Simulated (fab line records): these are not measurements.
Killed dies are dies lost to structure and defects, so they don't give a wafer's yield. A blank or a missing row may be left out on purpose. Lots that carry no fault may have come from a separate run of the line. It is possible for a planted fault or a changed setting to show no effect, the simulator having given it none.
Comparing a struck lot with a sound one	flow nand-harc	15 steps out of a route of 1159
Sound: wafers L949.1, L949.3, L949.4. Wafers L961.1, L961.3, L961.6 were the ones struck. The cause comes at the end.
Per side, at each step with rows, come the tool, then ch with its chambers, and then its first start. Under that, the readings that differ: sound wafers	struck wafers	difference of the means	sigmas: that difference in standard deviations of wafers without a fault.
alike: a reading whose means differ by less than 2 such deviations, as well as words and numbers matching on both sides. not compared: withheld readings; readings where some wafer has no value; bounds like >300 that might hide an equal value; numbers whose values overlap and for which the record gives no deviation.
A row with sigmas, a row that says differs or no value, or rows on one side alone: a step with any of these is where the two part. Numbers that have no deviation but don't overlap get no sigmas and don't part them. Lack of a reading on every wafer of one side parts them only where that side has two or more wafers.

first, 6 steps without rows for these wafers: NHARC_A_CONTACT_COAT_63 (resist thk 90 nm); NHARC_A_CONTACT_SOFTBAKE_64 (time 55 s); NHARC_A_CONTACT_EBR_65; NHARC_A_CONTACT_EXPOSE_66 (exposes mask A CC 2); NHARC_A_CONTACT_PEB_67 (peb time 65 s); NHARC_A_CONTACT_DEVELOP_68 (develop time 35 s).
NHARC_A_CONTACT_CD_MEAS_69: the cd target is 200 nm.
  sound on cd-sem-01 ch 0, day 17 02:37; struck on cd-sem-02 ch 0, day 19 23:14
  alike: cd-nm
NHARC_A_CONTACT_OVL_MEAS_70:
  struck on overlay-02, day 19 23:19; sound on overlay-01, day 17 02:42
  alike: overlay-x-nm, overlay-y-nm
NHARC_A_CONTACT_INSPECT_71:
  struck on defect-inspect-01, day 19 23:21; sound on defect-inspect-02, day 17 02:44
  alike: raw-defect-count
NHARC_A_CONTACT_DESCUM_74: chemistry O2, time 3 s.
  sound on rie-diel-03 ch 1,2,3, day 17 02:55; struck on rie-diel-03 ch 0,2, day 19 23:25
  alike: chamber-pressure-mTorr, drypump-motor-current-A, o2-flow-sccm, oes-product-au, rf-vpp-V, showerhead-plenum-p-Torr, throttle-valve-pct
  not compared: rf-hours-counter-h
NHARC_A_CONTACT_ETCH_75: etches the open film in CF4, target depth 39 nm, time 65 s.
  sound on rie-diel-03 ch 0,1,3, day 17 03:01; struck on rie-diel-03 ch 0,2,3, day 19 23:30
  alike: bias-w, cf4-flow-sccm, chamber-pressure-mTorr, drypump-motor-current-A, oes-product-au, rf-vpp-V, showerhead-plenum-p-Torr, throttle-valve-pct
  not compared: rf-hours-counter-h
NHARC_A_CONTACT_ETCH_76: etches the open film in N2/H2, target depth 260 nm, time 475.3 s.
  sound: rie-diel-03 ch 1,2,3; struck: rie-diel-03 ch 1,3
  alike: bias-w, chamber-pressure-mTorr, drypump-motor-current-A, oes-product-au, rf-vpp-V, showerhead-plenum-p-Torr, throttle-valve-pct
  not compared: rf-hours-counter-h
NHARC_A_CONTACT_ETCH_77: etches the open film in CF4/CHF3, target depth 72.6 nm, time 36.3 s.
  sound on rie-diel-03 ch 1,2,3, day 17 03:36; struck on rie-diel-03 ch 0,1,2, day 19 23:56
  no value came back on the struck wafers for any of 9 readings (bias-w (W), cf4-flow-sccm (sccm) and others); on the sound wafers bias-w (W) reads 200.5 200.6 200.9
NHARC_A_CONTACT_ETCH_78: etches the open film in O2/COS, target depth 2800 nm, time 728 s.
  sound: rie-diel-03 ch 1,2,3; struck: rie-diel-03 ch 1,3
  alike: bias-w, chamber-pressure-mTorr, drypump-motor-current-A, o2-flow-sccm, oes-product-au, rf-vpp-V, showerhead-plenum-p-Torr, throttle-valve-pct
  not compared: rf-hours-counter-h
-- record jumps: 3 days between struck wafers' starts before vs after; left off in module A_CONTACT, resumes in module END, first step shown is number 1159 of the route --
NHARC_END_SORT_01:
  at this point the record logs the struck wafers (prober-02 ch 0, day 22 16:35) and has no rows for the sound ones

WHERE THEY PART
First at NHARC_A_CONTACT_ETCH_77; last, within this record, at NHARC_END_SORT_01.

WHY: what had been put in by the simulator
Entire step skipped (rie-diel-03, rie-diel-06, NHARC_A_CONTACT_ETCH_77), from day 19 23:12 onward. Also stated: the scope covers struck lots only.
